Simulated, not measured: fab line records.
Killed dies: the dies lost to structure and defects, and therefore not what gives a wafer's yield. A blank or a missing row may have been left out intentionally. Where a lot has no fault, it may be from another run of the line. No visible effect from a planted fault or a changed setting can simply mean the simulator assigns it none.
One fault through the eyes of 2 desks / flow n5-finfet / numbers are kept per desk, each desk with only its own; the story behind them comes last

## THE METROLOGY DESK
What the gauges read, lot by lot, whatever tool the lot ran on: means of the sampled wafers that have a number. Marked OUT: a lot whose mean sits more than 4 standard deviations from the usual mean, which makes it out of limits; the brackets give that distance.
Columns: A = M12_THK at N5_BEOL_M12_THK_MEAS_50, usual 317 nm; B = cd-nm at N5_BEOL_M13_CD_MEAS_10, usual 189.8 nm
lot=L924; first seen here=day 10 09:38; A=312; B=189.4
lot=L925; first seen here=day 10 23:58; A=322; B=191.9
lot=L927; first seen here=day 11 08:40; A=313; B=190.8
lot=L929; first seen here=day 12 00:11; A=318; B=187.5
lot=L930; first seen here=day 12 17:31; A=324; B=173.7 (-10) OUT
lot=L939; first seen here=day 14 12:43; A=323; B=190.5
lot=L941; first seen here=day 15 03:48; A=318; B=190.6
lot=L943; first seen here=day 15 13:31; A=315; B=190.1
lot=L940; first seen here=day 15 13:55; A=316; B=190.2
lot=L942; first seen here=day 15 20:22; A=316; B=192.0
lot=L946; first seen here=day 16 15:47; A=312; B=192.2
This desk's finding: out of limits on L930; first on L930, day 12 18:17 (cd-nm at N5_BEOL_M13_CD_MEAS_10). L924, L925, L927, L929, L939, L941, L943, L940, L942, L946 stayed within limits.

## TOOL OWNER'S DESK, krf-scanner-02
The tool's own readings at N5_BEOL_M13_EXPOSE_07 (exposes mask V12): means of the sampled wafers that have a number, for each lot that ran on this tool. Marked OUT: a lot whose mean sits more than 4 standard deviations from the usual mean, which makes it out of limits; the brackets give that distance.
Columns: A = exposure-dose-mJ-cm2 at N5_BEOL_M13_EXPOSE_07, usual 24.778
lot=L924; first seen here=day 10 10:08; A=24.775
lot=L927; first seen here=day 11 09:16; A=24.786
lot=L929; first seen here=day 12 00:40; A=24.783
lot=L930; first seen here=day 12 18:06; A=21.153 (-99 or more) OUT
This desk's finding: out of limits on L930; first on L930, day 12 18:06 (exposure-dose-mJ-cm2 at N5_BEOL_M13_EXPOSE_07). L924, L927, L929 stayed within limits.

## TAKEN TOGETHER
An alarm could have come from the tool owner's desk at day 12 18:06, on L930.
The metrology desk could have raised an alarm at day 12 18:17, on L930.
All the named lots went through N5_BEOL_M13_EXPOSE_07 on krf-scanner-02.

## WHAT THE SIMULATOR PUT IN
Process parameter drift: krf-scanner-02, from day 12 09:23 on, at N5_BEOL_M13_EXPOSE_07. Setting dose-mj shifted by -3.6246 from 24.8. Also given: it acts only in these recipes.
Shown lots that were struck: L930.
Time in hours from fault onset to the first out-of-limits reading at each desk: tool owner's desk 9, metrology desk 9.
